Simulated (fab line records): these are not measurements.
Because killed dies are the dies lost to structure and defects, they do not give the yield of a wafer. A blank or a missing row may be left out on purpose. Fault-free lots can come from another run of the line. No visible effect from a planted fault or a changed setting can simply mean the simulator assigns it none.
fab line records | flow n5Finfet
record lots=4 wafers=12 lastDay=17
route steps=1938 shown BEOL_M8@1392 BEOL_M9@1401
lots untouched by any fault: they come from a run of this same line in which no faults occurred
startH: the number of hours between the record's first day and the start of the first shown wafer of the lot | waitH: time in hours since the lot's previous step | " same as the row above | L1.1+2: a single row standing in for several wafers | - no value present, or no start provided | * or withheld: withheld | < > ~ a bound
route shown NAME@n: NAME is a module with steps in the file, n the number in the route of the first one | usual: mean/standard deviation taken from wafers without a fault | same: alike in all rows | chamber/n: place in a boat | sites: each site's reading | _std_site: how widely they spread, as a standard deviation | _edge_site: inner sites' mean taken away from outer sites' mean | radiusMm: how far each site lies from the wafer's centre | mask NAME#n: copy n | behind: the last tool/chamber to shape the wafer | hold: why the lot went on hold/how many hours it stayed there/how the hold came to an end | device: which transistor (n, p or np) failed to switch | end of line: tests of these same wafers at the route's end | for a step that has no rows: nothing shown but its recipe | killed: at the first sort, the dies lost to defects and structure; wafer yield is something else | map: a wafer's dies, marking killed ones x, the rest . and places with no die _
set.NAME: the setting the step ran with; set.NAME@STEP: the setting that earlier step ran with | model.NAME: the simulator's own value behind a step, which no gauge read
lots seen at some steps along the route; tables by step, rows by wafer
services: when a tool's chamber went out of use (startH, in hours from the record's first day, below 0 if earlier), for how many hours, and the reason
## steps
# step N5_BEOL_M8_SPUTTER_48
# recipe material=Cu targetThkA=100 tempC=-20 biasV=60 powerW=26000 chamberPressurePa=0.13 timeS=1.667
# step N5_BEOL_M8_ECD_50
# recipe material=Cu targetThkA=3000
# step N5_BEOL_M8_ANNEAL_51
# recipe tempC=225 timeS=90 ambient=N2
# step N5_BEOL_M8_CMP_52
# recipe stopOn=SiCOH_lowk tOverpolishS=6.9 downForcePsi=1 platenRpm=50 clearingPlatenDownForcePsi=1.5 clearingPlatenRpm=50 postCmpClean=cuAlkaline targetThkNm=80 clearingPlatenPadVelocityMS=0.99484 padVelocityMS=0.99484
# step N5_BEOL_M8_PRE_CLEAN_55
# recipe gas=NH3 timeS=15 tempC=withheld rfPowerW=300
# step N5_BEOL_M8_DEP_56
# recipe material=SiCN targetThkA=100 tempC=withheld precursor=3MS/NH3 pressureTorr=3 rfW=202 timeS=17.5
# step N5_BEOL_M9_ILD_DEP_00
# recipe material=SiCOH_lowk targetThkA=3085.1 tempC=300 precursor=DEMS/porogen pressureTorr=5 rfW=500 timeS=58
# step N5_BEOL_M9_CURE_71
# recipe tempC=385 timeS=240 ambient=He/Ar material=SiCOH_lowk
# step N5_BEOL_M9_PECVD_70
# recipe material=SiO2 targetThkA=200 tempC=400 precursor=TEOS/O2 pressureTorr=5.5 rfW=450 teosFlowSccm=53.8 gas=O2 flowSccm=3000 timeS=22.7
# usual heaterPowerW=794/91 showerheadPlenumPTorr=8.81/0.061 throttleValvePct=21.7/1
# columns lot.wafer tool chamber startH waitH heaterPowerW showerheadPlenumPTorr throttleValvePct model.SiO2_of_BEOL_M9_PECVD_70.thkNm
L901.2 pecvd-02 2 280.63 0.0 707 8.80 20.6 20.2
L901.5 " 1 " " 834 8.78 22.7 20.8
L901.6 " 2 " " 720 8.79 20.2 20.2
L907.1 pecvd-02 2 302.88 0.0 837 8.80 20.2 19.6
L907.4 " 0 " " 859 8.79 22.2 13.6
L907.6 " 2 " " 822 8.79 20.7 20
L908.1 pecvd-02 0 318.26 0.0 827 8.79 22.1 20.4
L908.2 " 1 " " 868 8.77 22.6 14
L908.6 " 2 " " 737 8.80 20.3 21
L915.1 pecvd-01 1 353.03 0.0 798 8.78 23.2 19.8
L915.3 " 0 " " 824 8.90 21.4 19.4
L915.6 " 2 " " 841 8.69 20.6 20
# step N5_BEOL_M9_HM_DEP_02
# recipe material=TiN targetThkA=200 tempC=25 chamberPressurePa=0.49996
# step N5_BEOL_M9_COAT_59
# recipe resist=SOC tempC=250 timeS=60 spinRpm=1500 resistThkNm=100
# step N5_BEOL_M9_COAT_60
# recipe resist=SiARC tempC=220 timeS=60 spinRpm=1500 resistThkNm=30
# step N5_BEOL_M9_COAT_05
# recipe resist=CAR-ArF spinRpm=1500 resistThkNm=90
# step N5_BEOL_M9_EBR_07
# recipe solvent=PGMEA ebrWidthMm=1.5
# step N5_BEOL_M9_SOFTBAKE_06
# recipe tempC=110 timeS=60 resist=CAR-ArF
# step N5_BEOL_M9_EXPOSE_08
# recipe maskId=M9 na=1.35 sourceShape=dipole sigmaInner=0.411 sigmaOuter=0.611 polarization=te doseMj=53.75
# step N5_BEOL_M9_PEB_09
# recipe pebTempC=withheld pebTimeS=60 resist=CAR-ArF
# step N5_BEOL_M9_DEVELOP_10
# recipe developTimeS=30 developer=TMAH resist=CAR-ArF rinseLiquid=diw dry=airSpin devTempC=23
# step N5_BEOL_M9_DESCUM_16
# recipe chemistry=O2 timeS=7.9 sourcePowerW=50 biasPowerW=20 pressureMtorr=20 rfFrequencyHz=2.712e+07 tempC=40 resist=CAR-ArF o2FlowSccm=225
# step N5_BEOL_M9_ETCH_61
# recipe chemistry=CF4 target=SiARC targetDepthA=390 maskMaterial=CAR-ArF timeS=65 ionEnergyEv=80 pressureMtorr=40 sourceW=545 biasW=36 Ar_flow_sccm=100 cf4FlowSccm=100 ends=cleared
# step N5_BEOL_M9_ETCH_62
# recipe chemistry=N2/H2 target=SOC targetDepthA=1100 overetchA=220 maskMaterial=SiARC tempC=40 timeS=165 ionEnergyEv=200 pressureMtorr=30 sourceW=840 biasW=150 n2FlowSccm=200 h2FlowSccm=200
# step N5_BEOL_M9_STRIP_68
# recipe chemistry=N2/H2 tempC=40 n2FlowSccm=200 h2FlowSccm=200 rfFrequencyHz=6e+07
# step N5_BEOL_M9_STRIP_67
# recipe chemistry=CF4 resist=SiARC powerW=300 biasPowerW=75 pressureMtorr=50 cf4FlowSccm=150 rfFrequencyHz=6e+07
# step N5_BEOL_M9_HM_OPEN_17
# recipe chemistry=Cl2/BCl3 targetDepthA=200 overetchA=60 target=TiN maskMaterial=SOC ionEnergyEv=150 pressureMtorr=10 icpW=1000 biasW=126 Cl2_flow_sccm=53.25 bcl3FlowSccm=21.75 Ar_flow_sccm=25
# step N5_BEOL_M9_STRIP_19
# recipe chemistry=O2 powerW=400 tempC=40 pressureMtorr=30 rfFrequencyHz=6e+07 biasPowerW=0 overashFraction=0.2 o2FlowSccm=225
# step N5_BEOL_M9_COAT_63
# recipe resist=SOC tempC=250 timeS=60 spinRpm=1500 resistThkNm=60
# step N5_BEOL_M9_COAT_64
# recipe resist=SiARC tempC=220 timeS=60 spinRpm=1500 resistThkNm=12
# step N5_BEOL_M9_COAT_75
# recipe resist=underlayer tempC=205 timeS=60 spinRpm=1500 resistThkNm=5
# step N5_BEOL_M9_COAT_22
# recipe resist=CAR-EUV spinRpm=1500 resistThkNm=30
# step N5_BEOL_M9_EBR_24
# recipe solvent=PGMEA ebrWidthMm=1.5
# step N5_BEOL_M9_SOFTBAKE_23
# recipe tempC=110 timeS=60 resist=CAR-EUV
# step N5_BEOL_M9_EXPOSE_25
# recipe maskId=V8 na=0.33 sourceShape=annular sigmaInner=0.4 sigmaOuter=0.8 polarization=unpolarized doseMj=37.25
# step N5_BEOL_M9_PEB_26
# recipe pebTempC=100 pebTimeS=60 resist=CAR-EUV
# step N5_BEOL_M9_DEVELOP_27
# recipe developTimeS=30 developer=TMAH resist=CAR-EUV rinseLiquid=surfactantRinse dry=airSpin devTempC=23
# step N5_BEOL_M9_HM_STRIP_39
# recipe chemistry=peroxideTinStrip material=TiN targetDepthA=250 tempC=50 timeS=158
# columns lot.wafer tool chamber startH waitH model.SiO2_of_BEOL_M9_PECVD_70.thkNm
L901.2+6 wetBench-02 6,3 284.37 0.0 20
L901.5 " 7 " " 20.6
L907.1 wetBench-06 7 305.88 0.0 19.4
L907.4 " 4 " " 13.4
L907.6 " 2 " " 20
L908.1 wetBench-02 4 323.11 0.0 20.2
L908.2 " 6 " " 13.8
L908.6 " 1 " " 20.8
L915.1 wetBench-02 3 359.06 0.0 19.6
L915.3 " 5 " " 19.2
L915.6 " 0 " " 19.8
# step N5_BEOL_M9_CMP_52
# recipe stopOn=SiCOH_lowk tOverpolishS=7 downForcePsi=1 platenRpm=50 clearingPlatenDownForcePsi=1.5 clearingPlatenRpm=50 postCmpClean=cuAlkaline targetThkNm=140 clearingPlatenPadVelocityMS=0.99484 padVelocityMS=0.99484
# usual barrierFieldEndpointS=29.0/0.77 clearingPlatenDownForcePsi=1.5003/0.0029 motorCurrentA=6.1/0.91
# columns lot.wafer tool chamber startH waitH barrierFieldEndpointS clearingPlatenDownForcePsi motorCurrentA
L901.2 cmp-02 0 287.89 0.2 29.2 1.5049 4.7
L901.6 " 3 " " 28.7 1.5086 5.6
L901.5 " 0 " " 29.8 1.5002 4.6
L907.4 cmp-01 2 308.39 0.2 21.0 1.4996 8.1
L907.1 " 3 " " 28.7 1.5025 6.5
L907.6 " 0 " " 28.7 1.5001 6.6
L908.2 cmp-02 1 325.02 0.3 21.5 1.4948 6.5
L908.1 " 2 " " 29.8 1.4991 6.2
L908.6 " 0 " " 30.6 1.4999 4.7
L915.3 cmp-02 0 361.47 0.2 28.2 1.5017 4.6
L915.1 " 2 " " 29.6 1.4973 6.1
L915.6 " 3 " " 29.3 1.4991 5.8
## services
# columns tool chamber startH hours kind
cmp-02 - 263.21 4.0 pm
cmp-02 - 267.21 - consumableReplace:conditioner
cmp-02 - 267.21 - consumableReplace:pad
wetBench-06 - 273.42 1.2 repair
cmp-01 - 302.21 1.4 repair
pecvd-01 - 330.04 1.3 repair
wetBench-06 - 331.51 0.9 repair
pecvd-02 1 340.19 2.1 scheduledDown
pecvd-02 2 350.54 5.5 scheduledDown
## key
firstSign step=N5_BEOL_M9_CMP_52 reading=barrierFieldEndpointS direction=down sigmas=10 usual=29.0 struck=21.2
effect none on later readings
modelEffect step=N5_BEOL_M9_PECVD_70 value=SiO2_of_BEOL_M9_PECVD_70.thkNm without=20.2 struck=13.8
modelEffect step=N5_BEOL_M9_HM_STRIP_39 value=SiO2_of_BEOL_M9_PECVD_70.thkNm without=20 struck=13.6
metAt N5_BEOL_M9_PECVD_70
struckWafers L907.4,L908.2
onsetBetween 280.63 302.88
fault kind=processParameterDrift tool=pecvd-02 chamber=- onsetH=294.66 steps=N5_BEOL_M9_PECVD_70 channel=timeS offset=* shape=step endH=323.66 scope=struckWafersOnly actsIn=* stated=*
